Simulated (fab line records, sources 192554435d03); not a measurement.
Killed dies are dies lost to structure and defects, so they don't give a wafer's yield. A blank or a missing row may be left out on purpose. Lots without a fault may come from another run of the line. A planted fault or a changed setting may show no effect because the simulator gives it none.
Split-lot experiment | flow n5_finfet | 7 lots, 21 wafers read, on a route of 1938 steps

THE SPLIT
At N5_BEOL_M8_COAT_60 (time 60 s, resist thk 35 nm), the setting spin_rpm was moved away from the recipe's 1500 rpm on 4 of the 21 wafers read, by -7.5% to +8.3%. The other wafers ran this setting at the recipe's value.

FROM THE SPLIT TO THE READING: what the file shows between them, 2 steps
- N5_BEOL_M8_DESCUM_16: chemistry O2, time 7.9 s (also split here: time_s)
- N5_BEOL_M8_ETCH_61: etches SiARC in CF4, target depth 45.5 nm, time 75.8 s

THE READING
SiARC_of_BEOL_M8_COAT_60.thk_nm (the simulator's own value, which no gauge read), in nm, at N5_BEOL_M8_ETCH_62 (etches SOC in N2/H2, target depth 110 nm, overetch 22 nm, time 165 s). The file gives no usual value for it. The 17 wafers here that ran the recipe average 28.2 nm, standard deviation 0.31 nm.

wafer  | tool, chamber at the split | spin_rpm as run, rpm | against the recipe | SiARC_of_BEOL_M8_COAT_60.thk_nm, nm | against lot-mates on the recipe
L074.2 | litho_track-04, 0          | 1500                 | recipe             | 28.2                                | -
L074.3 | litho_track-04, 0          | 1500                 | recipe             | 28.2                                | -
L074.6 | litho_track-04, 0          | 1500                 | recipe             | 28                                  | -
L075.3 | litho_track-05, 0          | 1500                 | recipe             | 28                                  | -
L075.6 | litho_track-05, 0          | 1500                 | recipe             | 28                                  | -
L075.4 | litho_track-05, 0          | 1500                 | recipe             | 28.2                                | -
L083.3 | litho_track-05, 0          | 1500                 | recipe             | 28.4                                | -
L083.4 | litho_track-05, 0          | 1500                 | recipe             | 28.4                                | -
L083.5 | litho_track-05, 0          | 1500                 | recipe             | 28.6                                | -
L087.4 | litho_track-04, 0          | 1625                 | +8.3%              | 27.2                                | -1.4
L087.6 | litho_track-04, 0          | 1625                 | +8.3%              | 27.2                                | -1.4
L087.5 | litho_track-04, 0          | 1500                 | recipe             | 28.6                                | -
L086.1 | litho_track-05, 0          | 1500                 | recipe             | 27.6                                | -
L086.4 | litho_track-05, 0          | 1500                 | recipe             | 27.6                                | -
L086.2 | litho_track-05, 0          | 1500                 | recipe             | 28                                  | -
L091.2 | litho_track-02, 0          | 1388                 | -7.5%              | 30                                  | +1.4
L091.5 | litho_track-02, 0          | 1388                 | -7.5%              | 30                                  | +1.4
L091.3 | litho_track-02, 0          | 1500                 | recipe             | 28.6                                | -
L093.3 | litho_track-04, 0          | 1500                 | recipe             | 28.4                                | -
L093.5 | litho_track-04, 0          | 1500                 | recipe             | 28.4                                | -
L093.6 | litho_track-04, 0          | 1500                 | recipe             | 28.6                                | -

THE FIT
A straight line over all 21 wafers: SiARC_of_BEOL_M8_COAT_60.thk_nm changes by -0.175 nm for each +1% of spin_rpm; r = -0.88; the points scatter about the line by 0.35 nm.
The same after taking each lot's own level away (the mean of its wafers on the recipe; 21 wafers): -0.177 nm for each +1%; r = -0.99; scatter 0.11 nm.
On that fit, the largest move of spin_rpm shifts the reading by 1.5 nm.
The lots' own levels span 27.73 to 28.60 nm, that is 2.8 times the standard deviation above.
So the lot-to-lot level changes the slope little: the two slopes agree.
Check: with one of the wafers moved furthest among these (+8.3%) left out of the fit, the line predicts -1.49 nm for it against its lot-mates. It came out at -1.4 nm against them.

OTHER SPLITS ON THESE WAFERS
These wafers also went through other splits before the reading. Each is held against what the fit with the lots' levels taken away leaves over:
other split on the same wafers    | wafers away from the commonest value | r with SiARC_of_BEOL_M8_COAT_60.thk_nm (lot level and that fit taken away)
N5_BEOL_M6_EXPOSE_25 dose_mj      | 9                                    | +0.09
N5_BEOL_M7_HM_DEP_02 target_thk_a | 8                                    | +0.38
N5_BEOL_M7_EXPOSE_08 dose_mj      | 1                                    | +0.17
N5_BEOL_M8_PECVD_70 temp_c        | 7                                    | +0.04
N5_BEOL_M8_DESCUM_16 time_s       | 4                                    | -0.14

THE WHOLE CHAIN: every reading that the file lists as answering this split, in the file's order
step               | what it does                                                         | reading                                                                          | change (the file's fit)               | r (the file's)
N5_BEOL_M8_COAT_60 | time 60 s, resist thk 35 nm                                          | SiARC_of_BEOL_M8_COAT_60.thk_nm (the simulator's own value, which no gauge read) | -0.151 nm for each +1% of the setting | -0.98
N5_BEOL_M8_ETCH_61 | etches SiARC in CF4, target depth 45.5 nm, time 75.8 s               | etch.depth_nm (the simulator's own value, which no gauge read)                   | -0.165 nm for each +1% of the setting | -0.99
N5_BEOL_M8_ETCH_62 | etches SOC in N2/H2, target depth 110 nm, overetch 22 nm, time 165 s | SiARC_of_BEOL_M8_COAT_60.thk_nm (the simulator's own value, which no gauge read) | -0.177 nm for each +1% of the setting | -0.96

THE FILE'S OWN FIT
SiARC_of_BEOL_M8_COAT_60.thk_nm changes by -0.177 nm for each +1% of spin_rpm, r = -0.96.
